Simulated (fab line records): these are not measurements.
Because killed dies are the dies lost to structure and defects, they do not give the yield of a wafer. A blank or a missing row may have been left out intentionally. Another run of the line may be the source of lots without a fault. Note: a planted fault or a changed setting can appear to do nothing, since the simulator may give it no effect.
Matching of chambers + flow nandHarc + NHARC_P_CONTACT_CMP_01 on cmp-03: 4 sister chambers
The step polishes SiO2, target thk 200 nm. 4 wafers are shown with their chamber, then 8 later ones without.

WAFERS WITH THEIR CHAMBER
| wafer  | chamber | motorCurrentA (A) |
|--------|---------|-------------------|
| L924.2 | 1       | 13.3              |
| L927.1 | 3       | 14.7              |
| L927.5 | 0       | 13.2              |
| L935.2 | 2       | 11.8              |

WAFERS WHOSE CHAMBER IS MISSING
| wafer  | motorCurrentA (A) |
|--------|-------------------|
| L935.4 | 12.1              |
| L935.5 | 15.0              |
| L937.2 | 11.8              |
| L937.3 | 14.2              |
| L937.6 | 13.1              |
| L942.1 | 12.8              |
| L942.2 | 12.1              |
| L942.6 | 14.6              |

CHAMBER TAKEN BY EACH
| wafer  | from the rows above          | in truth                   |
|--------|------------------------------|----------------------------|
| L935.4 | 2                            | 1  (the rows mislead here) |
| L935.5 | 3                            | 3                          |
| L937.2 | 2                            | 2                          |
| L937.3 | can't be placed: 3 or 1 or 0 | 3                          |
| L937.6 | can't be placed: 0 or 1      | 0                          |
| L942.1 | can't be placed: 0 or 1      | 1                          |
| L942.2 | 2                            | 2                          |
| L942.6 | 3                            | 3                          |
Correct placement for 4 of the 8. Cannot be placed on the basis of these rows: 3; the candidates contain the true chamber in 3. 1 placed wrongly.
How it was worked out, from the rows above alone: a wafer's distance from a chamber is the root of the sum, over the readings, of the square of ((its reading less the chamber's mean) divided by the reading's scatter). If the next closest chamber is less than 2 further off than the closest, the wafer can't be placed; otherwise it belongs to the closest. A chamber's mean is the mean of its shown wafers. The scatter (one wafer shown for each chamber): square how far every hidden wafer sits from the nearest shown wafer, average those squares and take the square root.
